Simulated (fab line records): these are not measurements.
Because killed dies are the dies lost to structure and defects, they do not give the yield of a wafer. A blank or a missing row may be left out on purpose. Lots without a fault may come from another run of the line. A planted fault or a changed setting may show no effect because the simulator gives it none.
fab line records	flow nandHarc
[record] lots = 12	wafers = 36	lastDay = 34
route steps=1302 shown A_STAIRCASE@704 END@1302
lots with no fault: from the same line, run without faults
startH: hours from the record's first day to the start of the lot's first wafer shown	waitH: time in hours since the lot's previous step	" as in the row above	L1.1+2: one row covering several wafers at once	- no value, or no start given	* or withheld: withheld	< > ~ a bound
route shown NAME@n: names a module that has steps shown in the file, with the first one's number in the route	usual: mean and standard deviation over wafers with no fault	same: alike in all rows	chamber/n: place in a boat	sites: per-site readings	_std_site: the standard deviation of these	_edge_site: mean of outer sites minus mean of inner sites	radiusMm: for every site, how far away it sits from the centre of the wafer	mask NAME#n: copy n	behind: the last tool/chamber to shape the wafer	hold: the reason the lot was held/the length of the hold in hours/how it ended	device: the transistor (n, p or np) that didn't switch	end of line: the route-end tests of the same wafers	where a step has no rows: the recipe by itself	killed: at the first sort, the dies lost to defects and structure; wafer yield is something else	map: per-die view of a wafer (x killed, . not killed, _ where there is no die)
set.NAME: the setting as run; set.NAME@STEP: as run at that earlier step	model.NAME: the simulator's own value behind a step, which no gauge read
route steps across a sampled set of lots; one table per step, one row per wafer
services: from which hour (startH, from the record's first day; less than 0 if before it) a tool's chamber was out of use, for how many hours, and why
[[steps]]
[step NHARC_A_STAIRCASE_ETCH_190]
[recipe] targetDepthA = 1000	timeS = 40.5	ionEnergyEv = 400	c4f8FlowSccm = 20	o2FlowSccm = 10	arFlowSccm = withheld	rfW = 600	biasW = 1000	chemistry = C4F8/O2
[usual] biasW = 1000/3.5	chamberPressureMTorr = 25.002/0.023	oesProductAu = 0.945/0.0098	rfVppV = 896/5.7
lot.wafer	tool	chamber	startH	waitH	biasW	chamberPressureMTorr	oesProductAu	rfHoursCounterH	rfVppV
L165.2	rieDiel-11	2	-	-	999	24.969	0.950	24	889
L165.3	"	1	"	"	1005	24.998	0.961	24	893
L165.5	"	3	"	"	997	25.032	0.954	-	900
L166.1	rieDiel-02	1	-	-	994	24.993	0.946	45	905
L166.4	"	3	"	"	1004	25.022	0.927	54	898
L166.2	"	0	"	"	1001	25.008	0.936	52	888
L168.1	rieDiel-04	0	-	-	999	25.062	0.937	3	901
L168.2	"	1	"	"	995	25.022	0.936	2	901
L168.5	"	2	"	"	995	25.038	0.939	-	899
L170.1	rieDiel-04	3	-	-	998	25.018	0.929	12	892
L170.3	"	2	"	"	996	25.024	0.934	13	899
L170.5	"	0	"	"	996	25.004	0.940	-	901
L171.2	rieDiel-04	2	-	-	1001	24.981	0.950	19	899
L171.5	"	0	"	"	1000	24.982	0.961	-	898
L171.6	"	1	"	"	1000	25.007	0.929	-	900
L175.2	rieDiel-02	0	-	-	997	24.982	0.951	17	888
L175.4	"	1	"	"	998	25.001	0.960	23	902
L175.6	"	3	"	"	1000	24.977	0.945	-	898
L179.2	rieDiel-02	1	-	-	1001	24.993	0.942	36	903
L179.4	"	3	"	"	1002	24.981	0.951	33	897
L179.6	"	1	"	"	1002	25.010	0.942	-	903
L180.1	rieDiel-02	1	-	-	1008	25.005	0.958	36	903
L180.4	"	2	"	"	1004	25.024	0.958	38	892
L180.3	"	3	"	"	1005	25.013	0.962	33	898
L186.3	rieDiel-04	2	-	-	1000	25.010	0.956	4	898
L186.1	"	3	"	"	992	24.987	0.955	4	893
L186.2	"	0	"	"	1000	24.965	0.951	6	899
L185.2	rieDiel-04	0	-	-	994	24.992	0.940	11	899
L185.5	"	0	"	"	996	25.020	0.941	-	901
L185.6	"	1	"	"	1006	24.994	0.935	-	898
L187.2	rieDiel-02	0	-	-	1004	24.983	0.934	4	887
L187.6	"	1	"	"	999	24.958	0.937	-	902
L187.5	"	0	"	"	1003	25.005	0.944	-	887
L188.2	rieDiel-02	0	-	-	997	24.996	0.950	5	887
L188.3	"	1	"	"	1001	24.989	0.942	6	902
L188.6	"	3	"	"	1002	24.987	0.942	-	899
[step NHARC_A_STAIRCASE_ETCH_197]
[recipe] targetDepthA = 1000	timeS = 40.5	ionEnergyEv = 400	c4f8FlowSccm = 20	o2FlowSccm = 10	arFlowSccm = withheld	rfW = 600	biasW = 1000	chemistry = C4F8/O2
[usual] biasW = 1000/3.1	chamberPressureMTorr = 25.000/0.025	oesProductAu = 0.955/0.017	rfVppV = 896/5.2
lot.wafer	tool	chamber	startH	waitH	biasW	chamberPressureMTorr	oesProductAu	rfHoursCounterH	rfVppV
L165.2	rieDiel-11	3	-	-	1003	25.035	0.961	26	901
L165.3	"	1	"	"	1000	24.997	0.953	24	893
L165.5	"	3	"	"	998	24.968	0.950	-	901
L166.2	rieDiel-02	1	-	-	997	24.988	0.939	45	904
L166.4	"	2	"	"	998	24.997	0.945	49	893
L166.1	"	3	"	"	1002	24.989	0.934	54	898
L168.2	rieDiel-11	1	-	-	997	25.058	0.983	29	892
L168.1	"	2	"	"	1000	25.075	0.967	30	887
L168.5	"	1	"	"	1000	25.003	0.985	-	891
L170.3	rieDiel-02	3	-	-	995	25.043	0.960	0	899
L170.1	"	0	"	"	998	25.024	0.964	0	889
L170.5	"	2	"	"	998	25.005	0.975	-	893
L171.2	rieDiel-04	3	-	-	1001	24.942	0.933	18	893
L171.5	"	1	"	"	998	25.025	0.940	-	900
L171.6	"	2	"	"	1001	25.027	0.943	-	898
L175.2	rieDiel-02	0	-	-	998	25.005	0.961	17	888
L175.4	"	1	"	"	1001	25.001	0.945	23	903
L175.6	"	3	"	"	1000	24.996	0.943	-	897
L179.2	rieDiel-11	1	-	-	995	25.055	0.956	18	893
L179.4	"	0	"	"	997	24.977	0.960	-	889
L179.6	"	1	"	"	999	25.027	0.959	-	890
L180.1	rieDiel-04	1	-	-	1000	25.021	0.956	47	899
L180.4	"	2	"	"	1001	24.979	0.973	49	898
L180.3	"	3	"	"	997	25.022	0.980	47	892
L186.3	rieDiel-02	1	-	-	1003	25.009	0.960	52	903
L186.1	"	2	"	"	999	25.024	0.962	55	891
L186.2	"	3	"	"	1003	24.982	0.974	44	899
L185.2	rieDiel-04	3	-	-	999	24.970	0.949	11	893
L185.5	"	0	"	"	1001	25.021	0.963	-	899
L185.6	"	1	"	"	1004	24.995	0.954	-	899
L187.2	rieDiel-04	0	-	-	995	24.993	0.935	19	900
L187.6	"	1	"	"	998	25.053	0.927	-	898
L187.5	"	2	"	"	1002	24.973	0.930	-	896
L188.3	rieDiel-02	0	-	-	1005	24.981	0.934	6	887
L188.2	"	2	"	"	1001	25.000	0.938	2	892
L188.6	"	0	"	"	1004	25.005	0.941	-	889
[step NHARC_A_STAIRCASE_ETCH_199]
[recipe] targetDepthA = 1000	timeS = 40.5	ionEnergyEv = 400	c4f8FlowSccm = 20	o2FlowSccm = 10	arFlowSccm = withheld	rfW = 600	biasW = 1000	chemistry = C4F8/O2
[usual] biasW = 1000.2/2.7	chamberPressureMTorr = 25.001/0.022	oesProductAu = 0.949/0.011	rfVppV = 896/5.3
lot.wafer	tool	chamber	startH	waitH	biasW	chamberPressureMTorr	oesProductAu	rfHoursCounterH	rfVppV
L165.3	rieDiel-11	0	352.30	-	1002.1	24.999	0.959	24	889
L165.2	"	1	"	"	998.3	25.020	0.937	24	892
L165.5	"	0	"	"	1003.9	24.996	0.953	-	888
L166.2	rieDiel-02	1	375.21	-	996.9	24.996	0.950	45	905
L166.4	"	2	"	"	998.2	24.988	0.947	49	891
L166.1	"	3	"	"	997.5	25.008	0.940	54	899
L168.1	rieDiel-11	1	376.18	-	998.1	24.974	0.976	29	890
L168.2	"	0	"	"	995.9	25.021	0.959	29	890
L168.5	"	2	"	"	999.4	24.983	0.953	-	887
L170.1	rieDiel-02	0	403.35	-	1001.5	25.004	0.944	0	887
L170.3	"	1	"	"	994.2	25.000	0.956	0	904
L170.5	"	0	"	"	1002.8	24.975	0.944	-	887
L171.2	rieDiel-04	0	420.90	-	1003.5	24.976	0.952	18	901
L171.6	"	1	"	"	999.8	25.005	0.944	-	899
L171.5	"	2	"	"	1001.0	25.001	0.945	-	901
L175.2	rieDiel-02	2	457.51	-	999.8	24.999	0.940	23	892
L175.4	"	1	"	"	999.3	25.008	0.943	23	904
L175.6	"	3	"	"	997.7	25.006	0.938	-	898
L179.2	rieDiel-11	1	502.30	-	-	-	-	-	-
L179.4	"	3	"	"	-	-	-	-	-
L179.6	"	0	"	"	-	-	-	-	-
L180.1	rieDiel-04	0	503.25	-	-	-	-	-	-
L180.4	"	1	"	"	-	-	-	-	-
L180.3	"	3	"	"	-	-	-	-	-
L186.3	rieDiel-02	0	557.68	-	1004.0	24.960	0.957	45	888
L186.1	"	1	"	"	1001.2	24.952	0.960	52	903
L186.2	"	2	"	"	1000.0	25.003	0.959	55	891
L185.2	rieDiel-04	2	578.36	-	993.6	24.996	0.927	12	898
L185.5	"	2	"	"	998.0	24.996	0.932	-	896
L185.6	"	3	"	"	997.2	25.019	0.941	-	894
L187.2	rieDiel-04	0	592.56	-	1006.0	25.008	0.945	19	899
L187.5	"	3	"	"	1001.9	24.974	0.945	-	893
L187.6	"	0	"	"	996.7	25.019	0.930	-	899
L188.3	rieDiel-02	2	596.55	-	1002.9	24.980	0.932	3	890
L188.2	"	3	"	"	1002.4	25.013	0.940	6	897
L188.6	"	2	"	"	999.9	24.999	0.935	-	891
[step NHARC_A_STAIRCASE_STRIP_205]
[recipe] powerW = 1500	tempC = 250	chemistry = O2
[usual] drypumpMotorCurrentA = 5.6/0.45	heaterPowerW = 333/15
lot.wafer	tool	chamber	startH	waitH	drypumpMotorCurrentA	heaterPowerW	rfHoursCounterH
L165.2	plasmaAsher-02	0	352.98	0.1	4.8	348	16
L165.3	"	1	"	"	5.8	347	-
L165.5	"	1	"	"	5.8	345	-
L166.1	plasmaAsher-01	1	376.34	0.1	5.8	338	6
L166.2	"	0	"	"	5.9	322	6
L166.4	"	0	"	"	5.9	314	-
L168.1	plasmaAsher-01	1	376.82	0.1	5.8	348	7
L168.2	"	0	"	"	6.0	305	7
L168.5	"	0	"	"	5.9	303	-
L170.1	plasmaAsher-01	1	404.06	0.1	5.8	336	11
L170.3	"	0	"	"	6.0	314	-
L170.5	"	1	"	"	5.8	337	-
L171.2	plasmaAsher-02	0	421.57	0.1	4.8	353	31
L171.6	"	1	"	"	5.8	340	-
L171.5	"	0	"	"	4.8	347	-
L175.2	plasmaAsher-01	0	458.14	0.1	5.9	315	22
L175.4	"	1	"	"	5.8	335	-
L175.6	"	0	"	"	5.9	304	-
L179.2	plasmaAsher-02	1	503.06	0.1	5.8	351	12
L179.4	"	0	"	"	4.8	339	-
L179.6	"	1	"	"	5.8	337	-
L180.1	plasmaAsher-01	0	503.93	0.1	5.9	326	32
L180.3	"	1	"	"	5.8	338	-
L180.4	"	0	"	"	6.0	311	-
L186.2	plasmaAsher-02	1	558.31	0.1	5.7	345	23
L186.1	"	0	"	"	4.8	338	23
L186.3	"	0	"	"	4.8	346	-
L185.2	plasmaAsher-01	0	579.04	0.1	6.0	305	9
L185.5	"	1	"	"	5.8	334	-
L185.6	"	0	"	"	5.9	310	-
L187.2	plasmaAsher-02	1	593.30	0.1	5.8	351	31
L187.5	"	0	"	"	4.8	338	-
L187.6	"	1	"	"	5.7	350	-
L188.2	plasmaAsher-01	1	597.23	0.1	5.8	323	14
L188.3	"	0	"	"	5.9	305	-
L188.6	"	0	"	"	6.0	316	-
[step NHARC_END_SORT_01]
[recipe] tempC = 25
[usual] killedAtArray = 62/16	killedAtOther = 0.8/1.1	killedAtPeriphery = 4/3.2	killedDies = 67/16	killedOpen = 3.5/1.9	killedShort = 2.1/1.5
[same] grossDies = 677
lot.wafer	tool	chamber	startH	waitH	hold	killedAtArray	killedAtOther	killedAtPeriphery	killedDies	killedOpen	killedShort
L165.2	prober-02	0	560.78	2.8	-	58	4	1	63	5	4
L165.3	prober-02	0	561.58	3.1	-	49	2	2	53	4	2
L165.5	prober-02	0	563.19	3.7	-	52	0	0	52	2	2
L166.1	prober-01	0	582.80	2.5	-	71	0	4	75	4	3
L166.2	prober-01	0	583.60	2.8	-	60	3	4	67	3	1
L166.4	prober-01	0	585.19	3.4	-	64	1	13	78	1	0
L168.1	prober-02	0	582.81	2.5	-	87	0	6	93	5	3
L168.2	prober-02	0	583.62	2.8	-	90	0	5	95	4	6
L168.5	prober-02	0	586.05	3.7	-	68	0	15	83	2	5
L170.1	prober-02	0	601.88	2.5	-	32	0	2	34	5	3
L170.3	prober-02	0	603.49	3.1	-	32	0	1	33	1	2
L170.5	prober-02	0	605.11	3.7	-	35	0	4	39	5	2
L171.2	prober-01	0	632.03	2.8	-	57	3	7	67	8	2
L171.5	prober-01	0	634.42	3.7	-	62	2	8	72	1	4
L171.6	prober-01	0	635.21	4.0	-	63	1	4	68	2	1
L175.2	prober-02	0	650.02	2.8	-	59	1	5	65	3	3
L175.4	prober-02	0	651.66	3.5	-	51	1	5	57	0	2
L175.6	prober-02	0	653.29	4.1	-	69	2	3	74	2	2
L180.1	prober-02	0	698.02	2.5	awaitDispo/2.3h/scrap	672	0	5	677	5	4
L180.3	prober-02	0	699.60	3.1	awaitDispo/2.3h/scrap	674	0	3	677	4	0
L180.4	prober-02	0	700.38	3.4	awaitDispo/2.3h/scrap	674	0	3	677	5	6
L179.2	prober-01	0	698.84	2.8	awaitDispo/4.0h/scrap	675	1	1	677	3	1
L179.4	prober-01	0	700.44	3.4	awaitDispo/4.0h/scrap	673	1	3	677	2	2
L179.6	prober-01	0	702.03	4.0	awaitDispo/4.0h/scrap	671	5	1	677	3	2
L186.1	prober-02	0	748.35	2.5	-	62	1	5	68	7	2
L186.2	prober-02	0	749.15	2.8	-	65	1	4	70	2	0
L186.3	prober-02	0	749.95	3.1	-	63	0	6	69	7	1
L185.2	prober-02	0	773.44	2.8	-	67	0	10	77	1	2
L185.5	prober-02	0	775.82	3.7	-	88	1	3	92	6	3
L185.6	prober-02	0	776.62	4.0	-	87	0	4	91	2	3
L187.2	prober-02	0	801.16	2.8	-	66	3	2	71	3	2
L187.5	prober-02	0	803.58	3.7	-	57	0	4	61	2	3
L187.6	prober-02	0	804.38	4.0	-	57	1	0	58	0	2
L188.2	prober-01	0	806.57	2.8	-	58	0	0	58	2	2
L188.3	prober-01	0	807.38	3.1	-	63	0	4	67	2	4
L188.6	prober-01	0	809.78	4.0	-	45	2	3	50	6	1
// killed by level:class
L165.2 A_CHANNEL_HOLE_D2:chamberFilmFlake=34 A_CONTACT:chamberFilmFlake=4 THIN_TSV:chamberFilmFlake=4 A_ZERO_WELL:chamberFilmFlake=3 A_STAIRCASE:chamberFilmFlake=3 A_WL_FILL:chamberFilmFlake=3 A_CHANNEL_FILL_D2:geometricParticle:open=2 A_CHANNEL_HOLE_D1:chamberFilmFlake=2
L165.3 A_CHANNEL_HOLE_D2:chamberFilmFlake=28 A_CONTACT:chamberFilmFlake=6 A_CHANNEL_HOLE_D1:chamberFilmFlake=5 A_STAIRCASE:chamberFilmFlake=3 A_CHANNEL_FILL_D1:geometricParticle:open=1 A_CHANNEL_FILL_D2:geometricParticle:short=1 A_SGD_CUT:geometricParticle:short=1 A_SGD_CUT:geometricParticle:open=1
L165.5 A_CHANNEL_HOLE_D2:chamberFilmFlake=32 A_CONTACT:chamberFilmFlake=7 A_WL_FILL:chamberFilmFlake=3 A_ZERO_WELL:chamberFilmFlake=2 A_DECK1_JOINT:chamberFilmFlake=2 A_CHANNEL_FILL_D1:geometricParticle:short=1 A_ONON_D2:geometricParticle:open=1 A_WL_FILL:geometricParticle:short=1
L166.1 A_CHANNEL_HOLE_D1:chamberFilmFlake=30 A_SLIT:chamberFilmFlake=17 A_CHANNEL_HOLE_D2:chamberFilmFlake=6 A_STAIRCASE:chamberFilmFlake=6 A_WL_FILL:chamberFilmFlake=3 A_CONTACT:chamberFilmFlake=2 P_CONTACT:geometricParticle:short=1 P_M2:geometricParticle:open=1
L168.1 A_CHANNEL_HOLE_D2:chamberFilmFlake=35 A_CHANNEL_HOLE_D1:chamberFilmFlake=33 P_GATE:chamberFilmFlake=4 A_CONTACT:chamberFilmFlake=4 A_STAIRCASE:chamberFilmFlake=3 P_M1:chamberFilmFlake=2 A_WL_FILL:chamberFilmFlake=2 A_ONON_D1:geometricParticle:open=1
L166.2 A_CHANNEL_HOLE_D1:chamberFilmFlake=28 A_SLIT:chamberFilmFlake=21 A_CHANNEL_HOLE_D2:chamberFilmFlake=3 P_M1:chamberFilmFlake=2 A_STAIRCASE:chamberFilmFlake=2 A_CONTACT:chamberFilmFlake=2 THIN_TSV:chamberFilmFlake=2 P_CONTACT:geometricParticle:open=1
L168.2 A_CHANNEL_HOLE_D1:chamberFilmFlake=38 A_CHANNEL_HOLE_D2:chamberFilmFlake=32 A_STAIRCASE:chamberFilmFlake=5 P_GATE:chamberFilmFlake=3 A_WL_FILL:chamberFilmFlake=3 A_CHANNEL_FILL_D1:chamberFilmFlake=2 P_M2:geometricParticle:short=1 A_CHANNEL_FILL_D1:geometricParticle:open=1
L166.4 A_CHANNEL_HOLE_D1:chamberFilmFlake=33 A_SLIT:chamberFilmFlake=18 P_M1:chamberFilmFlake=10 A_CHANNEL_HOLE_D2:chamberFilmFlake=5 A_CONTACT:chamberFilmFlake=4 P_STI:chamberFilmFlake=2 A_STAIRCASE:chamberFilmFlake=2 A_ONON_D2:geometricParticle:open=1
L168.5 A_CHANNEL_HOLE_D1:chamberFilmFlake=29 A_CHANNEL_HOLE_D2:chamberFilmFlake=28 P_M1:chamberFilmFlake=5 P_ZERO_WELL:chamberFilmFlake=3 P_STI:chamberFilmFlake=3 P_GATE:chamberFilmFlake=3 A_STAIRCASE:chamberFilmFlake=3 A_CONTACT:chamberFilmFlake=2
L170.1 A_STAIRCASE:chamberFilmFlake=9 A_CHANNEL_HOLE_D2:chamberFilmFlake=8 A_CHANNEL_HOLE_D1:chamberFilmFlake=5 A_CONTACT:geometricParticle:short=2 A_CONTACT:chamberFilmFlake=2 P_CONTACT:geometricParticle:open=1 P_M0:geometricParticle:open=1 A_CHANNEL_HOLE_D1:geometricParticle:short=1
L170.3 A_CHANNEL_HOLE_D2:chamberFilmFlake=10 A_STAIRCASE:chamberFilmFlake=6 A_CHANNEL_HOLE_D1:chamberFilmFlake=4 A_CHANNEL_FILL_D2:chamberFilmFlake=3 A_CONTACT:chamberFilmFlake=3 A_ONON_D2:geometricParticle:short=1 A_CHANNEL_FILL_D2:geometricParticle:short=1 A_SGD_CUT:geometricParticle:open=1
L170.5 A_CHANNEL_HOLE_D2:chamberFilmFlake=13 A_STAIRCASE:chamberFilmFlake=7 A_SLIT:chamberFilmFlake=2 A_CONTACT:chamberFilmFlake=2 P_CONTACT:geometricParticle:open=1 P_M1:geometricParticle:open=1 A_ONON_D1:geometricParticle:open=1 A_CHANNEL_FILL_D1:geometricParticle:open=1
L171.2 A_CHANNEL_HOLE_D1:chamberFilmFlake=36 A_CHANNEL_HOLE_D2:chamberFilmFlake=9 P_ZERO_WELL:chamberFilmFlake=4 A_CONTACT:geometricParticle:open=3 A_CHANNEL_FILL_D1:geometricParticle:open=2 A_CONTACT:chamberFilmFlake=2 THIN_TSV:chamberFilmFlake=2 P_STI:geometricParticle:open=1
L171.5 A_CHANNEL_HOLE_D1:chamberFilmFlake=32 A_CHANNEL_HOLE_D2:chamberFilmFlake=15 P_CONTACT:chamberFilmFlake=4 A_CHANNEL_FILL_D1:geometricParticle:short=3 P_ZERO_WELL:chamberFilmFlake=3 A_WL_FILL:chamberFilmFlake=3 A_SLIT:chamberFilmFlake=2 A_CONTACT:chamberFilmFlake=2
L171.6 A_CHANNEL_HOLE_D1:chamberFilmFlake=36 A_CHANNEL_HOLE_D2:chamberFilmFlake=15 P_CONTACT:chamberFilmFlake=4 A_CHANNEL_FILL_D2:chamberFilmFlake=2 A_WL_FILL:chamberFilmFlake=2 A_CONTACT:chamberFilmFlake=2 A_CHANNEL_HOLE_D1:geometricParticle:short=1 A_CHANNEL_HOLE_D1:geometricParticle:open=1
L175.2 A_SLIT:chamberFilmFlake=28 A_CHANNEL_HOLE_D2:chamberFilmFlake=15 A_ZERO_WELL:chamberFilmFlake=3 A_CHANNEL_HOLE_D1:chamberFilmFlake=3 A_CONTACT:chamberFilmFlake=3 A_ONON_D2:geometricParticle:open=2 P_CONTACT:chamberFilmFlake=2 P_GATE:geometricParticle:open=1
L175.4 A_SLIT:chamberFilmFlake=31 A_CHANNEL_HOLE_D2:chamberFilmFlake=8 P_STI:chamberFilmFlake=3 A_M0:chamberFilmFlake=3 A_CHANNEL_HOLE_D1:chamberFilmFlake=2 A_DECK1_JOINT:chamberFilmFlake=2 A_CHANNEL_FILL_D1:geometricParticle:short=1 A_CHANNEL_FILL_D2:geometricParticle:short=1
L175.6 A_SLIT:chamberFilmFlake=29 A_CHANNEL_HOLE_D2:chamberFilmFlake=21 A_CHANNEL_HOLE_D1:chamberFilmFlake=8 A_CONTACT:chamberFilmFlake=5 P_STI:chamberFilmFlake=2 THIN_TSV:chamberFilmFlake=2 A_ONON_D1:geometricParticle:open=1 A_CHANNEL_HOLE_D2:geometricParticle:short=1
L180.1 A_STAIRCASE:areaEtch=612 A_CHANNEL_HOLE_D1:chamberFilmFlake=34 A_CONTACT:chamberFilmFlake=10 A_DECK1_JOINT:chamberFilmFlake=3 P_GATE:chamberFilmFlake=2 A_SLIT:chamberFilmFlake=2 A_WL_FILL:chamberFilmFlake=2 P_STI:geometricParticle:short=1
L179.2 A_STAIRCASE:areaEtch=625 A_SLIT:chamberFilmFlake=30 A_CHANNEL_HOLE_D2:chamberFilmFlake=9 A_CONTACT:chamberFilmFlake=4 A_CHANNEL_HOLE_D1:chamberFilmFlake=3 P_GATE:geometricParticle:short=1 A_CHANNEL_FILL_D1:geometricParticle:open=1 A_SLIT:geometricParticle:open=1
L180.3 A_STAIRCASE:areaEtch=618 A_CHANNEL_HOLE_D1:chamberFilmFlake=33 A_STAIRCASE:chamberFilmFlake=7 A_CONTACT:chamberFilmFlake=7 P_GATE:chamberFilmFlake=3 A_SLIT:chamberFilmFlake=3 A_SOURCE_PLATE:geometricParticle:open=1 A_ONON_D1:geometricParticle:open=1
L180.4 A_STAIRCASE:areaEtch=611 A_CHANNEL_HOLE_D1:chamberFilmFlake=37 A_CONTACT:chamberFilmFlake=6 A_CHANNEL_FILL_D1:chamberFilmFlake=4 A_ONON_D1:geometricParticle:short=2 A_SLIT:chamberFilmFlake=2 A_DECK1_JOINT:chamberFilmFlake=2 P_GATE:geometricParticle:short=1
L179.4 A_STAIRCASE:areaEtch=613 A_SLIT:chamberFilmFlake=28 A_CHANNEL_HOLE_D2:chamberFilmFlake=17 A_CONTACT:chamberFilmFlake=8 P_GATE:chamberFilmFlake=2 A_CHANNEL_HOLE_D1:chamberFilmFlake=2 A_ONON_D2:geometricParticle:open=1 A_CHANNEL_HOLE_D2:geometricParticle:open=1
L179.6 A_STAIRCASE:areaEtch=608 A_SLIT:chamberFilmFlake=27 A_CHANNEL_HOLE_D2:chamberFilmFlake=14 A_CONTACT:chamberFilmFlake=9 A_CHANNEL_HOLE_D1:chamberFilmFlake=4 A_STAIRCASE:chamberFilmFlake=4 THIN_TSV:chamberFilmFlake=3 A_CHANNEL_FILL_D2:geometricParticle:short=2
L186.1 A_CHANNEL_HOLE_D2:chamberFilmFlake=22 A_CHANNEL_HOLE_D1:chamberFilmFlake=15 A_SLIT:chamberFilmFlake=6 A_CONTACT:chamberFilmFlake=4 A_STAIRCASE:chamberFilmFlake=4 A_ONON_D1:geometricParticle:open=3 P_GATE:chamberFilmFlake=3 A_WL_FILL:chamberFilmFlake=2
L186.2 A_CHANNEL_HOLE_D2:chamberFilmFlake=27 A_CHANNEL_HOLE_D1:chamberFilmFlake=17 A_CONTACT:chamberFilmFlake=7 A_SLIT:chamberFilmFlake=4 P_GATE:chamberFilmFlake=4 A_STAIRCASE:chamberFilmFlake=4 A_CHANNEL_FILL_D1:chamberFilmFlake=2 A_CHANNEL_FILL_D1:geometricParticle:open=1
L186.3 A_CHANNEL_HOLE_D2:chamberFilmFlake=26 A_CHANNEL_HOLE_D1:chamberFilmFlake=16 A_STAIRCASE:chamberFilmFlake=5 A_WL_FILL:chamberFilmFlake=3 A_CONTACT:chamberFilmFlake=3 P_CONTACT:geometricParticle:open=2 A_CHANNEL_FILL_D1:chamberFilmFlake=2 A_SLIT:chamberFilmFlake=2
L185.2 A_SLIT:chamberFilmFlake=31 A_CHANNEL_HOLE_D2:chamberFilmFlake=20 A_CONTACT:chamberFilmFlake=7 P_ZERO_WELL:chamberFilmFlake=6 P_BONDPAD:chamberFilmFlake=4 A_STAIRCASE:chamberFilmFlake=3 A_CHANNEL_HOLE_D1:unspecified=2 A_SOURCE_PLATE:geometricParticle:short=1
L185.5 A_SLIT:chamberFilmFlake=40 A_CHANNEL_HOLE_D2:chamberFilmFlake=26 A_CONTACT:chamberFilmFlake=8 A_CHANNEL_FILL_D2:chamberFilmFlake=2 A_STAIRCASE:chamberFilmFlake=2 P_M1:geometricParticle:short=1 A_ONON_D1:geometricParticle:open=1 A_CHANNEL_HOLE_D1:geometricParticle:short=1
L185.6 A_SLIT:chamberFilmFlake=35 A_CHANNEL_HOLE_D2:chamberFilmFlake=32 A_CONTACT:chamberFilmFlake=11 P_BONDPAD:chamberFilmFlake=2 A_ONON_D1:geometricParticle:short=1 A_CHANNEL_FILL_D2:geometricParticle:short=1 A_CHANNEL_FILL_D2:geometricParticle:open=1 A_SLIT:geometricParticle:short=1
L187.2 A_CHANNEL_HOLE_D2:chamberFilmFlake=37 A_SLIT:chamberFilmFlake=10 A_STAIRCASE:chamberFilmFlake=7 A_CONTACT:chamberFilmFlake=4 A_CHANNEL_HOLE_D1:chamberFilmFlake=2 A_DECK1_JOINT:chamberFilmFlake=2 THIN_TSV:chamberFilmFlake=2 P_GATE:geometricParticle:open=1
L187.5 A_CHANNEL_HOLE_D2:chamberFilmFlake=35 A_STAIRCASE:chamberFilmFlake=7 A_SLIT:chamberFilmFlake=6 A_CONTACT:chamberFilmFlake=2 P_M0:geometricParticle:open=1 A_ONON_D1:geometricParticle:short=1 A_DECK1_JOINT:geometricParticle:short=1 A_ONON_D2:geometricParticle:short=1
L187.6 A_CHANNEL_HOLE_D2:chamberFilmFlake=32 A_SLIT:chamberFilmFlake=12 A_CONTACT:chamberFilmFlake=9 A_ONON_D1:geometricParticle:short=1 A_CONTACT:geometricParticle:short=1 A_STAIRCASE:chamberFilmFlake=1 A_BONDPAD:chamberFilmFlake=1 THIN_TSV:chamberFilmFlake=1
L188.2 A_SLIT:chamberFilmFlake=29 A_CHANNEL_HOLE_D1:chamberFilmFlake=10 A_WL_FILL:chamberFilmFlake=5 A_CONTACT:chamberFilmFlake=4 A_M0:geometricParticle:open=2 A_CHANNEL_HOLE_D2:chamberFilmFlake=2 A_CHANNEL_HOLE_D1:geometricParticle:short=1 A_CHANNEL_FILL_D1:geometricParticle:short=1
L188.3 A_SLIT:chamberFilmFlake=32 A_CHANNEL_HOLE_D1:chamberFilmFlake=17 A_STAIRCASE:chamberFilmFlake=3 P_GATE:chamberFilmFlake=2 A_WL_FILL:chamberFilmFlake=2 A_CONTACT:chamberFilmFlake=2 A_CHANNEL_FILL_D1:geometricParticle:short=1 A_DECK1_JOINT:geometricParticle:open=1
L188.6 A_SLIT:chamberFilmFlake=23 A_CHANNEL_HOLE_D1:chamberFilmFlake=12 A_M0:geometricParticle:open=2 THIN_TSV:chamberFilmFlake=2 A_WL_FILL:chamberFilmFlake=2 P_CONTACT:geometricParticle:short=1 A_SOURCE_PLATE:geometricParticle:open=1 A_CHANNEL_FILL_D1:geometricParticle:open=1
[[services]]
tool	chamber	startH	hours	kind
rieDiel-11	2	329.85	5.9	repair
rieDiel-02	2	337.12	14.5	repair
plasmaAsher-01	-	342.26	9.0	pm
rieDiel-02	1	345.74	9.2	repair
rieDiel-02	0	348.83	-	clean
rieDiel-02	3	348.83	-	clean
rieDiel-04	-	354.90	9.0	pm
rieDiel-02	0	373.33	-	clean
rieDiel-02	1	373.33	-	clean
rieDiel-02	-	393.85	9.0	pm
plasmaAsher-01	-	410.49	3.3	repair
rieDiel-11	-	435.05	9.0	pm
plasmaAsher-02	-	443.20	9.0	pm
rieDiel-11	3	472.03	2.5	repair
rieDiel-11	2	475.80	1.7	repair
plasmaAsher-02	-	479.50	3.0	repair
rieDiel-11	1	479.93	1.9	repair
rieDiel-11	2	499.34	4.3	repair
plasmaAsher-01	-	519.26	9.0	pm
rieDiel-02	0	528.43	4.4	repair
rieDiel-04	-	531.90	9.0	pm
rieDiel-02	0	548.83	3.4	repair
rieDiel-02	-	573.09	9.0	pm
rieDiel-11	1	593.13	14.8	repair
[[key]]
[firstSign] step = NHARC_A_STAIRCASE_ETCH_199	reading = toolRecord	direction = missing
[effect] step = NHARC_END_SORT_01	reading = killedAtArray	direction = up	sigmas = 38	usual = 62	struck = 673
[moreKillsBornAt] NHARC_A_STAIRCASE_ETCH_199@rieDiel-11 = 1846	NHARC_A_STAIRCASE_ETCH_199@rieDiel-04 = 1838
metAt NHARC_A_STAIRCASE_ETCH_199
struckLots L179,L180
laterRowsLeftOut L179.2,L179.4,L179.6,L180.1,L180.3,L180.4
testerLeftOut L179,L180
notActingAt NHARC_A_STAIRCASE_ETCH_190,NHARC_A_STAIRCASE_ETCH_197,NHARC_A_STAIRCASE_STRIP_205
onsetBetween 420.90 502.30
[fault] kind = skippedStepWhole	tool = rieDiel-04,rieDiel-11	chamber = -	onsetH = 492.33	steps = NHARC_A_STAIRCASE_ETCH_199	scope = struckLotsOnly
// testerLeftOut: of these lots the tester's yield and bins aren't shown, on N5 and GAA mostly nor the transistor test; their killed dies are dies lost to structure and defects alone, not to doping, threshold or leakage, so they don't give the yield
// laterRowsLeftOut: the simulator's readings of these wafers behind a module that went badly wrong aren't trusted and aren't shown, but for the sort
